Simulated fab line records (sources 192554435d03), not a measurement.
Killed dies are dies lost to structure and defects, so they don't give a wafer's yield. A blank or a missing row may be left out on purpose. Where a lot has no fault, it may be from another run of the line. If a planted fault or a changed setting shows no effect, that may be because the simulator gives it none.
Split-lot trial + flow n5-finfet + 7 lots, 39 wafers read, on a route of 1938 steps

== THE SPLIT ITSELF ==
At N5_MOL_CONTACT_COAG_SPUTTER_130 (material Co, target thk 47.5 nm), the setting power-w was moved away from the recipe's 3000 W on 18 of the 39 wafers read, by -10.5% to +18.0%. All remaining wafers had this setting at the recipe value.

The reading comes from the split's own step.

== THE READING ==
Co_of_MOL_CONTACT_COAG_SPUTTER_130.thk-nm (the simulator's own value, which no gauge read), in nm, at N5_MOL_CONTACT_COAG_SPUTTER_130 (material Co, target thk 47.5 nm). The file gives no usual value for it. The 21 wafers here that ran the recipe average 47.2 nm, standard deviation 0.47 nm.

| wafer  | tool, chamber at the split | power-w as run, W | against the recipe | Co_of_MOL_CONTACT_COAG_SPUTTER_130.thk-nm, nm | against lot-mates on the recipe |
|--------|----------------------------|-------------------|--------------------|-----------------------------------------------|---------------------------------|
| L074.1 | pvd-sputter-02, -          | 3000              | recipe             | 47.4                                          | -                               |
| L074.6 | pvd-sputter-02, -          | 3000              | recipe             | 47.4                                          | -                               |
| L074.2 | pvd-sputter-02, -          | 2685              | -10.5%             | 42.6                                          | -4.7                            |
| L074.3 | pvd-sputter-02, -          | 3000              | recipe             | 47                                            | -                               |
| L074.4 | pvd-sputter-02, -          | 2685              | -10.5%             | 42.2                                          | -5.1                            |
| L074.5 | pvd-sputter-02, -          | 2685              | -10.5%             | 42.2                                          | -5.1                            |
| L075.1 | pvd-sputter-01, -          | 3306              | +10.2%             | 51.8                                          | +4.9                            |
| L075.2 | pvd-sputter-01, -          | 3000              | recipe             | 46.8                                          | -                               |
| L075.3 | pvd-sputter-01, -          | 3306              | +10.2%             | 51.6                                          | +4.7                            |
| L075.4 | pvd-sputter-01, -          | 3000              | recipe             | 46.6                                          | -                               |
| L075.5 | pvd-sputter-01, -          | 3306              | +10.2%             | 51.4                                          | +4.5                            |
| L075.6 | pvd-sputter-01, -          | 3000              | recipe             | 47.4                                          | -                               |
| L081.1 | pvd-sputter-02, -          | 3000              | recipe             | 47.8                                          | -                               |
| L081.3 | pvd-sputter-02, -          | 3000              | recipe             | 47.6                                          | -                               |
| L081.6 | pvd-sputter-02, -          | 3000              | recipe             | 47.4                                          | -                               |
| L086.1 | pvd-sputter-01, -          | 3165              | +5.5%              | 49.4                                          | +2.5                            |
| L086.3 | pvd-sputter-01, -          | 3165              | +5.5%              | 49.4                                          | +2.5                            |
| L086.6 | pvd-sputter-01, -          | 3165              | +5.5%              | 49.4                                          | +2.5                            |
| L086.2 | pvd-sputter-01, -          | 3000              | recipe             | 46.8                                          | -                               |
| L086.5 | pvd-sputter-01, -          | 3000              | recipe             | 46.8                                          | -                               |
| L086.4 | pvd-sputter-01, -          | 3000              | recipe             | 47                                            | -                               |
| L087.1 | pvd-sputter-01, -          | 3000              | recipe             | 46.6                                          | -                               |
| L087.3 | pvd-sputter-01, -          | 3000              | recipe             | 46.6                                          | -                               |
| L087.5 | pvd-sputter-01, -          | 3000              | recipe             | 46.6                                          | -                               |
| L087.2 | pvd-sputter-01, -          | 3540              | +18.0%             | 56                                            | +9.4                            |
| L087.4 | pvd-sputter-01, -          | 3540              | +18.0%             | 55.2                                          | +8.6                            |
| L087.6 | pvd-sputter-01, -          | 3540              | +18.0%             | 55.4                                          | +8.8                            |
| L092.1 | pvd-sputter-02, -          | 3000              | recipe             | 48.2                                          | -                               |
| L092.2 | pvd-sputter-02, -          | 3213              | +7.1%              | 51.4                                          | +3.4                            |
| L092.3 | pvd-sputter-02, -          | 3000              | recipe             | 47.8                                          | -                               |
| L092.4 | pvd-sputter-02, -          | 3213              | +7.1%              | 51.6                                          | +3.6                            |
| L092.5 | pvd-sputter-02, -          | 3000              | recipe             | 48                                            | -                               |
| L092.6 | pvd-sputter-02, -          | 3213              | +7.1%              | 51.2                                          | +3.2                            |
| L094.1 | pvd-sputter-01, -          | 3375              | +12.5%             | 52.8                                          | +5.5                            |
| L094.2 | pvd-sputter-01, -          | 3375              | +12.5%             | 53                                            | +5.7                            |
| L094.3 | pvd-sputter-01, -          | 3000              | recipe             | 47.4                                          | -                               |
| L094.4 | pvd-sputter-01, -          | 3000              | recipe             | 47.2                                          | -                               |
| L094.6 | pvd-sputter-01, -          | 3000              | recipe             | 47.2                                          | -                               |
| L094.5 | pvd-sputter-01, -          | 3375              | +12.5%             | 53.2                                          | +5.9                            |

FIT RESULTS
A straight line over all 39 wafers: Co_of_MOL_CONTACT_COAG_SPUTTER_130.thk-nm changes by +0.463 nm for each +1% of power-w; r = +0.99; the points scatter about the line by 0.48 nm.
The same after taking each lot's own level away (the mean of its wafers on the recipe; 39 wafers): +0.478 nm for each +1%; r = +1.00; scatter 0.23 nm.
The reading moves by 8.6 nm for the largest change in power-w, on that fit.
From 46.60 to 48.00 nm: that is the span of the lots' own levels, equal to 3.0 times the standard deviation above.
The two slopes agree, so the slope changes little with the lot-to-lot level.
Check: +8.46 nm against its lot-mates is what the line predicts for one of the wafers moved furthest among these (+18.0%) when that wafer is left out of the fit. Against them it came out at +9.4 nm.

== FILE'S OWN FIT ==
Co_of_MOL_CONTACT_COAG_SPUTTER_130.thk-nm changes by +0.477 nm for each +1% of power-w, r = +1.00.
